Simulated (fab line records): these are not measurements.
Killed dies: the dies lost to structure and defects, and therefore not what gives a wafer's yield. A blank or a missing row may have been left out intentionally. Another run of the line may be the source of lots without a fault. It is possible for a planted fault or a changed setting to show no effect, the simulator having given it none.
fab line records	flow nandHarc
[record] lots = 6	wafers = 18	lastDay = 33
route steps=1302 shown A_CHANNEL_HOLE_D2@584
lots that met no fault: from a run of the same line without faults
startH: start of the lot's first displayed wafer, in hours after the record's first day	waitH: how many hours have passed since the lot's step before this one	" as in the row above	L1.1+2: a row that stands for several wafers	- either no value or no given start	* or withheld: withheld	< > ~ a bound
route shown NAME@n: a module of which the file shows steps, and the number in the route of the first	usual: mean and standard deviation over wafers with no fault	same: alike in all rows	chamber/n: place in a boat	sites: per-site readings	_std_site: standard deviation across them	_edge_site: the outer-site mean with the inner-site mean subtracted	radiusMm: how far each site lies from the wafer's centre	mask NAME#n: copy n	behind: tool/chamber where the wafer was last shaped	hold: the reason the lot was held/the length of the hold in hours/how it ended	device: the transistor (n, p or np) that didn't switch	end of line: tests run on the same wafers once the route is complete	step lacking rows: just its recipe	killed: at the first sort, the dies lost to defects and structure; wafer yield is something else	map: shows each die of a wafer: x if killed, . if not, _ if none is there
set.NAME: setting as actually run; set.NAME@STEP: the setting as run at that earlier step	model.NAME: the simulator's own value behind a step, which no gauge read
lots at some steps of the route; a table a step, a row a wafer
services: from which hour (startH, from the record's first day; less than 0 if before it) a tool's chamber was out of use, for how many hours, and why
[[steps]]
[step NHARC_A_CHANNEL_HOLE_D2_INSPECT_12]
[usual] rawDefectCount = 29/21
lot.wafer	tool	chamber	startH	waitH	rawDefectCount
L667.3	defectInspect-02	-	302.28	0.1	59
L667.5	"	-	"	"	55
L667.6	"	-	"	"	45
L677.1	defectInspect-01	-	409.47	0.0	11
L677.3	"	-	"	"	9
L677.4	"	-	"	"	11
L678.1	defectInspect-02	-	415.61	0.0	10
L678.2	"	-	"	"	15
L678.4	"	-	"	"	11
L679.2	defectInspect-01	-	441.40	0.0	23
L679.4	"	-	"	"	20
L679.5	"	-	"	"	17
L682.1	defectInspect-01	-	467.60	0.0	65
L682.2	"	-	"	"	64
L682.6	"	-	"	"	56
L688.1	defectInspect-01	-	518.46	0.0	24
L688.4	"	-	"	"	22
L688.5	"	-	"	"	26
[step NHARC_A_CHANNEL_HOLE_D2_DESCUM_15]
[recipe] timeS = 3	o2FlowSccm = 200	arFlowSccm = 0	biasPowerW = 0	chemistry = O2
[usual] drypumpMotorCurrentA = 5.4/0.4	oesProductAu = 0.999/0.012	rfVppV = 57.9/0.99	showerheadPlenumPTorr = 1.92/0.089	throttleValvePct = 11.310/0.0088
lot.wafer	tool	chamber	startH	waitH	drypumpMotorCurrentA	oesProductAu	rfHoursCounterH	rfVppV	showerheadPlenumPTorr	throttleValvePct
L667.3	rieDiel-05	2	302.37	0.1	5.2	0.984	4.8	57.7	1.93	11.330
L667.5	"	3	"	"	5.8	1.032	-	57.3	1.93	11.307
L667.6	"	0	"	"	5.3	1.011	-	57.7	1.93	11.312
L677.1	rieDiel-12	2	409.54	0.1	5.8	0.986	7.9	57.1	2.04	11.323
L677.4	"	3	"	"	4.6	1.015	8.5	58.3	1.84	11.296
L677.3	"	0	"	"	5.0	1.002	8.5	58.2	2.05	11.300
L678.2	rieDiel-05	0	415.69	0.1	5.3	0.982	0	58.0	1.93	11.303
L678.4	"	1	"	"	5.6	0.994	0	56.6	1.81	11.304
L678.1	"	2	"	"	5.2	0.986	0	58.8	1.93	11.309
L679.4	rieDiel-12	2	441.47	0.1	5.8	0.998	10.7	56.6	2.04	11.321
L679.2	"	3	"	"	4.6	1.015	11.3	58.2	1.84	11.301
L679.5	"	2	"	"	5.8	0.996	-	60.2	2.04	11.309
L682.2	rieDiel-12	2	467.66	0.1	5.8	0.982	0.8	57.4	2.04	11.300
L682.1	"	1	"	"	5.6	1.003	1.3	57.7	1.98	11.313
L682.6	"	3	"	"	4.6	1.021	-	57.7	1.84	11.317
L688.4	rieDiel-12	0	518.52	0.1	5.0	0.990	3.6	58.9	2.05	11.320
L688.1	"	3	"	"	4.7	1.005	3.3	57.8	1.84	11.314
L688.5	"	0	"	"	5.0	0.987	-	58.5	2.05	11.300
[step NHARC_A_CHANNEL_HOLE_D2_ETCH_38]
[recipe] targetDepthA = 390	overEtchFrac = 0.3	timeS = 65	ionEnergyEv = 80	cf4FlowSccm = 150	arFlowSccm = 0	rfW = 300	biasW = 100	chemistry = CF4
[step NHARC_A_CHANNEL_HOLE_D2_ETCH_39]
[recipe] targetDepthA = 2600	overEtchFrac = 0.3	timeS = 325	ionEnergyEv = 200	n2FlowSccm = 150	h2FlowSccm = 150	arFlowSccm = 0	rfW = 400	biasW = 150	chemistry = N2/H2
[step NHARC_A_CHANNEL_HOLE_D2_ETCH_34]
[recipe] targetDepthA = 1540	timeS = 77	cf4FlowSccm = 100	chf3FlowSccm = 30	arFlowSccm = 0	rfW = 500	biasW = 200	chemistry = CF4/CHF3
[usual] drypumpMotorCurrentA = 5.4/0.38	oesProductAu = 0.959/0.017	rfVppV = 370.6/2.5	showerheadPlenumPTorr = 1.58/0.07	throttleValvePct = 16.803/0.0083
lot.wafer	tool	chamber	startH	waitH	drypumpMotorCurrentA	oesProductAu	rfHoursCounterH	rfVppV	showerheadPlenumPTorr	throttleValvePct
L667.3	rieDiel-05	2	-	-	5.2	0.964	4.9	370.9	1.59	16.800
L667.5	"	0	"	"	5.3	0.967	-	372.3	1.59	16.821
L667.6	"	1	"	"	5.6	0.980	-	367.2	1.50	16.806
L677.4	rieDiel-12	0	-	-	5.0	0.970	8.6	372.0	1.68	16.796
L677.1	"	1	"	"	5.6	0.987	7.3	372.5	1.62	16.806
L677.3	"	2	"	"	5.7	0.954	8.1	372.4	1.67	16.800
L678.4	rieDiel-05	3	-	-	5.8	0.963	0.1	371.5	1.59	16.800
L678.1	"	1	"	"	5.6	0.973	0.2	367.2	1.50	16.802
L678.2	"	2	"	"	5.2	0.971	0.1	371.6	1.59	16.814
L679.4	rieDiel-12	2	-	-	5.7	0.918	10.9	374.5	1.67	16.807
L679.2	"	3	"	"	4.7	0.942	11.6	369.1	1.52	16.813
L679.5	"	1	"	"	5.6	0.933	-	372.2	1.62	16.813
L682.1	rieDiel-12	1	-	-	5.6	0.977	1.5	372.5	1.62	16.817
L682.2	"	3	"	"	4.6	0.980	0.9	368.9	1.52	16.793
L682.6	"	0	"	"	5.0	0.977	-	372.7	1.68	16.801
L688.4	rieDiel-12	0	-	-	5.0	0.968	3.8	375.2	1.68	16.810
L688.1	"	1	"	"	5.6	0.951	3.9	372.2	1.62	16.784
L688.5	"	2	"	"	5.8	0.973	-	375.3	1.67	16.798
[step NHARC_A_CHANNEL_HOLE_D2_ETCH_16]
[recipe] targetDepthA = 31000	overEtchFrac = 0.3	timeS = 806	ionEnergyEv = 150	o2FlowSccm = 400	cosFlowSccm = 20	arFlowSccm = 0	rfW = 500	biasW = 300	chemistry = O2/COS
[step NHARC_A_CHANNEL_HOLE_D2_CD_MEAS_18]
[usual] cdNm = 99.4/2.1
lot.wafer	tool	chamber	startH	waitH	cdNm
L667.3	cdSem-02	-	303.46	-	101.4
L667.5	"	-	"	"	100.6
L667.6	"	-	"	"	99.4
L677.1	cdSem-02	-	410.64	-	98.6
L677.3	"	-	"	"	100.2
L677.4	"	-	"	"	95.5
L678.1	cdSem-02	-	416.78	-	103.1
L678.2	"	-	"	"	98.5
L678.4	"	-	"	"	101.0
L679.2	cdSem-01	-	442.57	-	99.4
L679.4	"	-	"	"	99.1
L679.5	"	-	"	"	96.7
L682.1	cdSem-01	-	468.80	-	102.4
L682.2	"	-	"	"	100.5
L682.6	"	-	"	"	100.7
L688.1	cdSem-03	-	519.63	-	98.5
L688.4	"	-	"	"	102.9
L688.5	"	-	"	"	101.5
[step NHARC_A_CHANNEL_HOLE_D2_ETCH_19]
[recipe] biasV = 1200	sourceW = 2500	pressureMtorr = 15	timeS = 34.5	arFlowSccm = 375	c4f8FlowSccm = 28.8	o2FlowSccm = 96.2	tempC = -20	targetDepthA = *	chemistry = C4F8/O2/Ar
[usual] drypumpMotorCurrentA = 5.6/0.35	showerheadPlenumPTorr = 3.73/0.13	throttleValvePct = 37.038/0.0085
lot.wafer	tool	chamber	startH	waitH	drypumpMotorCurrentA	rfHoursCounterH	showerheadPlenumPTorr	throttleValvePct
L667.3	harEtch-01	1	305.82	2.4	5.5	-	3.74	37.039
L667.6	"	1	"	"	5.4	-	3.74	37.027
L667.5	"	0	"	"	5.2	-	3.71	37.034
L677.1	harEtch-02	1	410.74	0.1	6.1	8	3.98	37.040
L677.3	"	0	"	"	5.6	-	3.68	37.030
L677.4	"	1	"	"	6.1	-	3.98	37.023
L678.2	harEtch-02	0	416.86	0.1	5.7	12	3.68	37.041
L678.1	"	1	"	"	6.1	12	3.98	37.024
L678.4	"	0	"	"	5.6	-	3.68	37.043
L679.2	harEtch-01	1	444.06	1.5	5.4	245	3.69	37.048
L679.4	"	0	"	"	5.2	-	3.66	37.023
L679.5	"	0	"	"	5.2	-	3.67	37.047
L682.2	harEtch-01	0	472.22	3.4	5.1	260	3.66	37.035
L682.1	"	1	"	"	5.4	260	3.68	37.053
L682.6	"	0	"	"	5.1	-	3.66	37.041
L688.1	harEtch-02	1	519.70	0.1	6.1	72	3.94	37.026
L688.4	"	0	"	"	5.6	-	3.65	37.051
L688.5	"	1	"	"	6.1	-	3.94	37.045
[step NHARC_A_CHANNEL_HOLE_D2_ETCH_20]
[recipe] biasV = 3000	sourceW = withheld	pressureMtorr = 20	timeS = 361.9	arFlowSccm = 375	c4f8FlowSccm = 89.3	o2FlowSccm = 35.7	tempC = -20	targetDepthA = 16000	chemistry = C4F8/O2/Ar
[step NHARC_A_CHANNEL_HOLE_D2_ETCH_21]
[recipe] biasV = 3000	sourceW = withheld	pressureMtorr = 20	timeS = 514.3	arFlowSccm = 375	c4f8FlowSccm = 89.3	o2FlowSccm = 35.7	tempC = -20	targetDepthA = 16000	chemistry = C4F8/O2/Ar
[step NHARC_A_CHANNEL_HOLE_D2_ETCH_22]
[recipe] biasV = 3000	sourceW = withheld	pressureMtorr = 20	timeS = 666.7	arFlowSccm = 375	c4f8FlowSccm = 89.3	o2FlowSccm = 35.7	tempC = -20	targetDepthA = 16000	chemistry = C4F8/O2/Ar
[step NHARC_A_CHANNEL_HOLE_D2_ETCH_23]
[recipe] biasV = 5000	sourceW = withheld	pressureMtorr = 20	timeS = 819	arFlowSccm = 375	c4f8FlowSccm = 89.3	o2FlowSccm = 35.7	tempC = -20	targetDepthA = 16000	chemistry = C4F8/O2/Ar
[usual] drypumpMotorCurrentA = 5.6/0.35	showerheadPlenumPTorr = 3.68/0.12	throttleValvePct = 32.154/0.0092
lot.wafer	tool	chamber	startH	waitH	drypumpMotorCurrentA	rfHoursCounterH	showerheadPlenumPTorr	throttleValvePct
L667.3	harEtch-01	1	307.45	0.5	5.4	-	3.69	32.169
L667.6	"	1	"	"	5.4	-	3.69	32.151
L667.5	"	0	"	"	5.2	-	3.67	32.146
L677.1	harEtch-02	1	412.26	0.5	6.1	9	3.93	32.150
L677.3	"	0	"	"	5.6	-	3.64	32.125
L677.4	"	1	"	"	6.2	-	3.93	32.143
L678.2	harEtch-02	0	418.30	0.5	5.6	13	3.64	32.154
L678.1	"	1	"	"	6.1	13	3.93	32.159
L678.4	"	0	"	"	5.6	-	3.64	32.146
L679.2	harEtch-01	1	445.58	0.5	5.4	246	3.65	32.155
L679.4	"	0	"	"	5.1	-	3.62	32.149
L679.5	"	0	"	"	5.2	-	3.62	32.153
L682.2	harEtch-01	0	473.65	0.5	5.1	262	3.62	32.142
L682.1	"	1	"	"	5.5	262	3.64	32.168
L682.6	"	0	"	"	5.2	-	3.62	32.163
L688.1	harEtch-02	1	521.15	0.5	6.1	74	3.89	32.150
L688.4	"	0	"	"	5.6	-	3.61	32.168
L688.5	"	1	"	"	6.1	-	3.89	32.162
[step NHARC_A_CHANNEL_HOLE_D2_ETCH_24]
[recipe] biasV = 5000	sourceW = withheld	pressureMtorr = 20	timeS = 906.2	arFlowSccm = 375	c4f8FlowSccm = 93.8	o2FlowSccm = 31.2	tempC = -20	targetDepthA = 15000	chemistry = C4F8/O2/Ar
[usual] drypumpMotorCurrentA = 5.6/0.35	showerheadPlenumPTorr = 3.68/0.12	throttleValvePct = 32.236/0.009
lot.wafer	tool	chamber	startH	waitH	drypumpMotorCurrentA	rfHoursCounterH	showerheadPlenumPTorr	throttleValvePct
L667.3	harEtch-01	1	308.18	0.6	5.4	-	3.69	32.239
L667.6	"	1	"	"	5.4	-	3.69	32.239
L667.5	"	0	"	"	5.2	-	3.67	32.234
L677.1	harEtch-02	1	412.97	0.6	6.1	10	3.92	32.243
L677.3	"	0	"	"	5.7	-	3.64	32.220
L677.4	"	1	"	"	6.1	-	3.92	32.237
L678.2	harEtch-02	0	418.98	0.6	5.6	14	3.63	32.231
L678.1	"	1	"	"	6.1	14	3.92	32.239
L678.4	"	0	"	"	5.6	-	3.63	32.235
L679.2	harEtch-01	1	446.29	0.6	5.4	247	3.64	32.217
L679.4	"	0	"	"	5.1	-	3.62	32.217
L679.5	"	0	"	"	5.2	-	3.62	32.237
L682.2	harEtch-01	0	474.35	0.6	5.2	262	3.61	32.236
L682.1	"	1	"	"	5.4	262	3.63	32.245
L682.6	"	0	"	"	5.2	-	3.61	32.238
L688.1	harEtch-02	1	521.84	0.6	6.1	75	3.89	32.242
L688.4	"	0	"	"	5.6	-	3.60	32.255
L688.5	"	1	"	"	6.1	-	3.89	32.236
[step NHARC_A_CHANNEL_HOLE_D2_ETCH_25]
[recipe] biasV = 5000	sourceW = withheld	pressureMtorr = 20	timeS = 1040.2	arFlowSccm = 375	c4f8FlowSccm = 93.8	o2FlowSccm = 31.2	tempC = -20	targetDepthA = 15000	chemistry = C4F8/O2/Ar
[step NHARC_A_CHANNEL_HOLE_D2_ETCH_26]
[recipe] biasV = 300	sourceW = 2000	pressureMtorr = 30	timeS = 224.1	arFlowSccm = 375	c4f8FlowSccm = 11.4	o2FlowSccm = 113.6	tempC = -20	targetDepthA = 3000	chemistry = C4F8/O2/Ar
[step NHARC_A_CHANNEL_HOLE_D2_ETCH_27]
[recipe] biasV = 400	sourceW = 2000	pressureMtorr = 25	timeS = 90	arFlowSccm = 375	c4f8FlowSccm = 41.7	o2FlowSccm = 83.3	tempC = -20	targetDepthA = 4000	chemistry = C4F8/O2/Ar
[usual] drypumpMotorCurrentA = 5.6/0.35	showerheadPlenumPTorr = 3.72/0.13	throttleValvePct = 27.620/0.0094
lot.wafer	tool	chamber	startH	waitH	drypumpMotorCurrentA	rfHoursCounterH	showerheadPlenumPTorr	throttleValvePct
L667.3	harEtch-01	1	309.83	0.2	5.4	-	3.73	27.617
L667.6	"	1	"	"	5.4	-	3.73	27.641
L667.5	"	0	"	"	5.1	-	3.71	27.628
L677.1	harEtch-02	1	414.71	0.2	6.1	12	3.97	27.619
L677.3	"	0	"	"	5.6	-	3.68	27.635
L677.4	"	1	"	"	6.1	-	3.97	27.622
L678.2	harEtch-02	0	420.84	0.2	5.6	16	3.68	27.615
L678.1	"	1	"	"	6.1	16	3.97	27.643
L678.4	"	0	"	"	5.6	-	3.68	27.617
L679.2	harEtch-01	1	448.04	0.2	5.4	249	3.68	27.592
L679.4	"	0	"	"	5.1	-	3.66	27.600
L679.5	"	0	"	"	5.1	-	3.66	27.617
L682.2	harEtch-01	0	476.19	0.2	5.2	264	3.65	27.605
L682.1	"	1	"	"	5.4	264	3.67	27.635
L682.6	"	0	"	"	5.1	-	3.65	27.612
L688.1	harEtch-02	1	523.68	0.2	6.1	76	3.94	27.623
L688.4	"	0	"	"	5.6	-	3.64	27.622
L688.5	"	1	"	"	6.1	-	3.94	27.614
[step NHARC_A_CHANNEL_HOLE_D2_STRIP_41]
[recipe] n2FlowSccm = 150	h2FlowSccm = 150	arFlowSccm = 0	biasW = 0	chemistry = N2/H2
[step NHARC_A_CHANNEL_HOLE_D2_STRIP_42]
[recipe] cf4FlowSccm = 100	chf3FlowSccm = 30	arFlowSccm = 0	biasW = 0	chemistry = CF4/CHF3
[step NHARC_A_CHANNEL_HOLE_D2_STRIP_43]
[recipe] o2FlowSccm = 400	cosFlowSccm = 20	arFlowSccm = 0	biasW = 0	chemistry = O2/COS
[step NHARC_A_CHANNEL_HOLE_D2_ETCH_44]
[recipe] targetDepthA = 1400	overetchA = 140	timeS = 77	ionEnergyEv = 100	cf4FlowSccm = 80	o2FlowSccm = 20	arFlowSccm = 0	rfW = 300	biasW = 100	chemistry = CF4/O2
[step NHARC_A_CHANNEL_HOLE_D2_STRIP_28]
[recipe] o2FlowSccm = 500	arFlowSccm = 0	biasW = 0	chemistry = O2
[step NHARC_A_CHANNEL_HOLE_D2_PRECLEAN_29]
[recipe] timeS = *	tempC = 50	bathAgeMin = 0	chemistry = SC1
[step NHARC_A_CHANNEL_HOLE_D2_SRD_30]
[step NHARC_A_CHANNEL_HOLE_D2_CD_MEAS_31]
[usual] cdNm = 90.2/1.1
lot.wafer	tool	chamber	startH	waitH	cdNm
L667.3	cdSem-01	-	311.32	-	91.2
L667.5	"	-	"	"	89.5
L667.6	"	-	"	"	88.6
L677.1	cdSem-02	-	416.22	-	90.0
L677.3	"	-	"	"	89.5
L677.4	"	-	"	"	87.9
L678.1	cdSem-02	-	422.38	-	89.5
L678.2	"	-	"	"	90.6
L678.4	"	-	"	"	90.6
L679.2	cdSem-01	-	449.56	-	91.6
L679.4	"	-	"	"	89.7
L679.5	"	-	"	"	90.0
L682.1	cdSem-03	-	477.73	-	92.0
L682.2	"	-	"	"	90.8
L682.6	"	-	"	"	89.2
L688.1	cdSem-03	-	525.23	-	90.8
L688.4	"	-	"	"	89.8
L688.5	"	-	"	"	90.7
[step NHARC_A_CHANNEL_HOLE_D2_XSEM_32]
[recipe] landingEnergyEv = 35000
[usual] botCdNm = 74.8/1.2	bowNm = 8.61/0.26	tiltDeg = 0.07/0.041
lot.wafer	tool	chamber	startH	waitH	botCdNm	bowNm	tiltDeg
L667.3	xsem-01	0	311.40	0.1	76.1	8.25	0.04
L667.5	"	0	"	"	74.0	8.32	0.03
L667.6	"	0	"	"	73.3	8.30	0.04
L677.1	xsem-01	0	416.31	0.1	74.0	9.42	0.08
L677.3	"	0	"	"	73.8	9.45	0.09
L677.4	"	0	"	"	72.2	9.39	0.09
L678.1	xsem-01	0	422.47	0.1	74.5	9.64	0.08
L678.2	"	0	"	"	75.6	9.83	0.08
L678.4	"	0	"	"	76.3	9.66	0.08
L679.2	xsem-02	0	449.66	0.1	75.9	8.56	0.03
L679.4	"	0	"	"	74.5	8.57	0.03
L679.5	"	0	"	"	74.8	8.56	0.03
L682.1	xsem-01	0	477.82	0.1	76.2	8.45	0.10
L682.2	"	0	"	"	75.0	8.47	0.10
L682.6	"	0	"	"	74.0	8.55	0.11
L688.1	xsem-01	0	525.32	0.1	75.2	8.52	0.05
L688.4	"	0	"	"	74.8	8.46	0.06
L688.5	"	0	"	"	75.2	8.56	0.06
[step NHARC_A_CHANNEL_HOLE_D2_INSPECT_40]
[usual] rawDefectCount = 259/76
lot.wafer	tool	chamber	startH	waitH	rawDefectCount
L667.3	defectInspect-02	-	311.50	-	257
L667.5	"	-	"	"	230
L667.6	"	-	"	"	210
L677.1	defectInspect-02	-	416.40	-	186
L677.3	"	-	"	"	143
L677.4	"	-	"	"	181
L678.1	defectInspect-02	-	422.57	-	176
L678.2	"	-	"	"	273
L678.4	"	-	"	"	253
L679.2	defectInspect-02	-	449.75	-	158
L679.4	"	-	"	"	232
L679.5	"	-	"	"	161
L682.1	defectInspect-01	-	477.91	-	305
L682.2	"	-	"	"	235
L682.6	"	-	"	"	291
L688.1	defectInspect-02	-	525.42	-	371
L688.4	"	-	"	"	285
L688.5	"	-	"	"	362
[[services]]
tool	chamber	startH	hours	kind
rieDiel-05	-	289.06	3.4	repair
rieDiel-12	0	302.00	-	clean
rieDiel-12	1	302.00	-	clean
rieDiel-12	2	302.00	-	clean
rieDiel-12	3	302.00	-	clean
rieDiel-12	0	326.50	-	clean
rieDiel-12	1	326.50	-	clean
rieDiel-12	2	326.50	-	clean
rieDiel-12	3	326.50	-	clean
rieDiel-05	1	361.85	1.8	repair
xsem-01	-	374.00	14.0	pm
harEtch-02	-	381.02	17.0	pm
harEtch-02	0	381.02	17.0	ventCycle
harEtch-02	1	381.02	17.0	ventCycle
rieDiel-12	3	383.27	5.1	repair
harEtch-02	0	398.02	-	clean
harEtch-02	0	398.02	-	consumableReplace:focusRing
harEtch-02	1	398.02	-	clean
harEtch-02	1	398.02	-	consumableReplace:focusRing
harEtch-02	1	398.02	-	consumableReplace:showerhead
rieDiel-05	-	406.60	9.0	pm
rieDiel-12	-	445.50	9.0	pm
rieDiel-12	-	458.62	0.9	repair
rieDiel-05	2	497.22	2.4	repair
[[key]]
[firstSign] step = NHARC_A_CHANNEL_HOLE_D2_XSEM_32	reading = bowNm	direction = up	sigmas = 3.6	usual = 8.61	struck = 9.57
effect none on later readings
metAt NHARC_A_CHANNEL_HOLE_D2_ETCH_24
struckWafers L677.1,L677.3,L677.4,L678.1,L678.2,L678.4
testerLeftOut L677,L678
[fault] kind = processParameterDrift	tool = harEtch-02	chamber = -	onsetH = 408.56	steps = NHARC_A_CHANNEL_HOLE_D2_ETCH_24	channel = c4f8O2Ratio	offset = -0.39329	shape = step	endH = 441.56	actsIn = theseRecipesOnly	stated = 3
// testerLeftOut: of these lots the tester's yield and bins aren't shown, on N5 and GAA mostly nor the transistor test; their killed dies are dies lost to structure and defects alone, not to doping, threshold or leakage, so they don't give the yield
